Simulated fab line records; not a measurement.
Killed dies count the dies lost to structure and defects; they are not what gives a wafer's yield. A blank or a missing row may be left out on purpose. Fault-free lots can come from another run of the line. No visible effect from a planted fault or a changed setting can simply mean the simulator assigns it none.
Split-lot experiment | flow n5-finfet | 7 lots, 21 wafers read, on a route of 1938 steps

## THE SPLIT ITSELF
At N5_SD_EPI_P_EPI_21 (deposits SiGe:B, time 355 s), the setting temp-c was moved away from the recipe's 550 C on 4 of the 21 wafers read, by -0.6% to +0.7%. The other wafers ran this setting at the recipe's value.

## FROM THE SPLIT TO THE READING: what the file shows between them, 1 step
- N5_SD_EPI_P_EPI_MEAS_23

## THE READING
SiGe-B_of_SD_EPI_P_EPI_21.thk-nm (the simulator's own value, which no gauge read), in nm, at N5_SD_EPI_P_HM_STRIP_48 (strips SiNx in H3PO4, material SiNx, target depth 3 nm). No usual value for it is given in the file. The 17 wafers here that ran the recipe average 60.6 nm, standard deviation 0.93 nm.

wafer  | tool, chamber at the split | temp-c as run, C | against the recipe | SiGe-B_of_SD_EPI_P_EPI_21.thk-nm, nm | against lot-mates on the recipe
L075.2 | epi-rpcvd-01, 0            | 546.9            | -0.6%              | 57.4                                 | -3.9
L075.3 | epi-rpcvd-01, 0            | 550              | recipe             | 61.2                                 | -
L075.6 | epi-rpcvd-01, 0            | 550              | recipe             | 61.4                                 | -
L076.3 | epi-rpcvd-02, 0            | 550              | recipe             | 59                                   | -
L076.4 | epi-rpcvd-02, 0            | 553.8            | +0.7%              | 66                                   | +6.6
L076.5 | epi-rpcvd-02, 0            | 550              | recipe             | 59.8                                 | -
L080.2 | epi-rpcvd-01, 0            | 550              | recipe             | 61.6                                 | -
L080.5 | epi-rpcvd-01, 0            | 550              | recipe             | 61.8                                 | -
L080.6 | epi-rpcvd-01, 0            | 554              | +0.7%              | 67.4                                 | +5.7
L081.2 | epi-rpcvd-01, 0            | 550              | recipe             | 61.8                                 | -
L081.5 | epi-rpcvd-01, 0            | 550              | recipe             | 61.8                                 | -
L081.6 | epi-rpcvd-01, 0            | 550              | recipe             | 60.6                                 | -
L084.3 | epi-rpcvd-04, 0            | 550              | recipe             | 59                                   | -
L084.5 | epi-rpcvd-04, 0            | 550              | recipe             | 59.6                                 | -
L084.6 | epi-rpcvd-04, 0            | 550              | recipe             | 59.6                                 | -
L085.2 | epi-rpcvd-02, 0            | 547.4            | -0.5%              | 57                                   | -3.2
L085.3 | epi-rpcvd-02, 0            | 550              | recipe             | 60.4                                 | -
L085.5 | epi-rpcvd-02, 0            | 550              | recipe             | 60                                   | -
L093.1 | epi-rpcvd-02, 0            | 550              | recipe             | 60.6                                 | -
L093.3 | epi-rpcvd-02, 0            | 550              | recipe             | 60.2                                 | -
L093.5 | epi-rpcvd-02, 0            | 550              | recipe             | 61                                   | -

THE FIT
A straight line over all 21 wafers: SiGe-B_of_SD_EPI_P_EPI_21.thk-nm changes by +7.85 nm for each +1% of temp-c; r = +0.92; the points scatter about the line by 0.96 nm.
The same after taking each lot's own level away (the mean of its wafers on the recipe; 21 wafers): +8 nm for each +1%; r = +0.98; scatter 0.44 nm.
That fit puts the effect of the largest move of temp-c on the reading at 5.8 nm.
Measured against the standard deviation above, the lots' own levels, which go from 59.40 to 61.70 nm, span 2.5 times it.
Consequently the slope shifts little with the lot-to-lot level, the two slopes agreeing.
Check: with one of the wafers moved furthest among these (+0.7%) left out of the fit, the line predicts +6.05 nm for it against its lot-mates. Against them it came out at +5.7 nm.

## FURTHER SPLITS ON THESE WAFERS
Other splits were also applied to these wafers ahead of the reading. Each is held against what the fit with the lots' levels taken away leaves over:
other split on the same wafers | wafers away from the commonest value | r with SiGe-B_of_SD_EPI_P_EPI_21.thk-nm (lot level and that fit taken away)
N5_SD_EPI_N_PEB_07 peb-temp-c  | 4                                    | -0.01

## THE WHOLE CHAIN: every reading that the file lists as answering this split, in the file's order
step                    | what it does                                           | reading                                                                           | change (the file's fit)              | r (the file's)
N5_SD_EPI_P_EPI_21      | deposits SiGe:B, time 355 s                            | SiGe-B_of_SD_EPI_P_EPI_21.thk-nm (the simulator's own value, which no gauge read) | +7.86 nm for each +1% of the setting | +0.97
N5_SD_EPI_P_EPI_MEAS_23 |                                                        | thk-nm                                                                            | withheld for each +1% of the setting | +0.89
N5_SD_EPI_P_HM_STRIP_48 | strips SiNx in H3PO4, material SiNx, target depth 3 nm | SiGe-B_of_SD_EPI_P_EPI_21.thk-nm (the simulator's own value, which no gauge read) | +8.02 nm for each +1% of the setting | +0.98

## FILE'S OWN FIT
SiGe-B_of_SD_EPI_P_EPI_21.thk-nm changes by +8.02 nm for each +1% of temp-c, r = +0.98.
